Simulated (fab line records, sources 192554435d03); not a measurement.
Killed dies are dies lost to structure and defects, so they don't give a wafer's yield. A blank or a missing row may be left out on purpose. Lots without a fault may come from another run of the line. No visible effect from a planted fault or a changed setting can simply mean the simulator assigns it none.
Lot-split experiment    flow n5_finfet    21 wafers read across 7 lots, on a route 1938 steps long

== SPLIT DETAILS ==
At N5_ZERO_LAYER_COAT_05 (resist thk 1000 nm), the setting spin_rpm was moved away from the recipe's 1500 rpm on 7 of the 21 wafers read, by -9.9% to +9.3%. This setting was run at the recipe's value on the other wafers.

== FROM THE SPLIT TO THE READING: what the file shows between them, 7 steps ==
- N5_ZERO_LAYER_EXPOSE_08: exposes mask ZERO, defocus 0 nm, target cd 2000 nm (also split here: dose_mj)
- N5_ZERO_LAYER_PEB_09
- N5_ZERO_LAYER_DEVELOP_10: develop time 60 s
- N5_ZERO_LAYER_HARDBAKE_23: time 120 s
- N5_ZERO_LAYER_CD_MEAS_11: target cd 2000 nm
- N5_ZERO_LAYER_DESCUM_16: chemistry O2, time 7.9 s
- N5_ZERO_LAYER_ETCH_17: etches SiO2 in CF4, target depth 12 nm, time 13.3 s

== THE READING ==
coat_of_ZERO_LAYER_COAT_05.thk_nm (the simulator's own value, which no gauge read), in nm, at N5_ZERO_LAYER_ETCH_18 (etches Si in HBr/Cl2, target depth 120 nm, time 40 s). No usual value for it is given in the file. The 14 wafers here that ran the recipe average 930.6 nm, standard deviation 3.3 nm.

wafer   tool, chamber at the split  spin_rpm as run, rpm  against the recipe  coat_of_ZERO_LAYER_COAT_05.thk_nm, nm  against lot-mates on the recipe
L075.2  litho_track-04, 0           1500                  recipe              935.9                                  -
L075.4  litho_track-04, 0           1500                  recipe              933.4                                  -
L075.6  litho_track-04, 0           1500                  recipe              935.2                                  -
L078.1  litho_track-05, 0           1351                  -9.9%               982.7                                  +56.2
L078.4  litho_track-05, 0           1500                  recipe              926.5                                  -
L078.6  litho_track-05, 0           1351                  -9.9%               978.4                                  +51.9
L082.2  litho_track-04, 0           1500                  recipe              926.2                                  -
L082.3  litho_track-04, 0           1571                  +4.7%               904.4                                  -22.6
L082.6  litho_track-04, 0           1500                  recipe              927.8                                  -
L084.1  litho_track-05, 0           1500                  recipe              933.1                                  -
L084.2  litho_track-05, 0           1500                  recipe              930.7                                  -
L084.3  litho_track-05, 0           1500                  recipe              933.5                                  -
L087.4  litho_track-05, 0           1500                  recipe              932.3                                  -
L087.5  litho_track-05, 0           1500                  recipe              928.1                                  -
L087.6  litho_track-05, 0           1639                  +9.3%               887.4                                  -42.8
L093.2  litho_track-05, 0           1354                  -9.7%               977.6                                  +49.7
L093.4  litho_track-05, 0           1500                  recipe              930                                    -
L093.5  litho_track-05, 0           1500                  recipe              925.8                                  -
L096.1  litho_track-02, 0           1410                  -6.0%               959                                    +29.8
L096.4  litho_track-02, 0           1410                  -6.0%               959.4                                  +30.2
L096.5  litho_track-02, 0           1500                  recipe              929.2                                  -

THE FIT
A straight line over all 21 wafers: coat_of_ZERO_LAYER_COAT_05.thk_nm changes by -4.91 nm for each +1% of spin_rpm; r = -0.99; the points scatter about the line by 3.1 nm.
The same after taking each lot's own level away (the mean of its wafers on the recipe; 21 wafers): -5.09 nm for each +1%; r = -1.00; scatter 2 nm.
On that fit, the largest move of spin_rpm shifts the reading by 51 nm.
Measured against the standard deviation above, the lots' own levels, which go from 926.50 to 934.83 nm, span 2.5 times it.
So the lot-to-lot level changes the slope little: the two slopes agree.
Check: with one of the wafers moved furthest among these (-9.9%) left out of the fit, the line predicts +49.7 nm for it against its lot-mates. It came out at +56.2 nm against them.

== FURTHER SPLITS ON THESE WAFERS ==
Note: prior to the reading, these wafers also went through further splits. Each is held against what the fit with the lots' levels taken away leaves over:
other split on the same wafers   wafers away from the commonest value  r with coat_of_ZERO_LAYER_COAT_05.thk_nm (lot level and that fit taken away)
N5_ZERO_LAYER_EXPOSE_08 dose_mj  2                                     +0.08

== THE WHOLE CHAIN: every reading that the file lists as answering this split, in the file's order ==
step                    what it does                                          reading                                                                             change (the file's fit)               r (the file's)
N5_ZERO_LAYER_COAT_05   resist thk 1000 nm                                    coat_of_ZERO_LAYER_COAT_05.thk_nm (the simulator's own value, which no gauge read)  -5.09 nm for each +1% of the setting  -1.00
N5_ZERO_LAYER_ETCH_18   etches Si in HBr/Cl2, target depth 120 nm, time 40 s  coat_of_ZERO_LAYER_COAT_05.thk_nm (the simulator's own value, which no gauge read)  -5.04 nm for each +1% of the setting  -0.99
N5_ZERO_LAYER_STRIP_24  strips in O2                                          strip_time_to_endpoint_s                                                            withheld for each +1% of the setting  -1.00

== THE FILE'S OWN FIT ==
coat_of_ZERO_LAYER_COAT_05.thk_nm changes by -5.04 nm for each +1% of spin_rpm, r = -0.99.
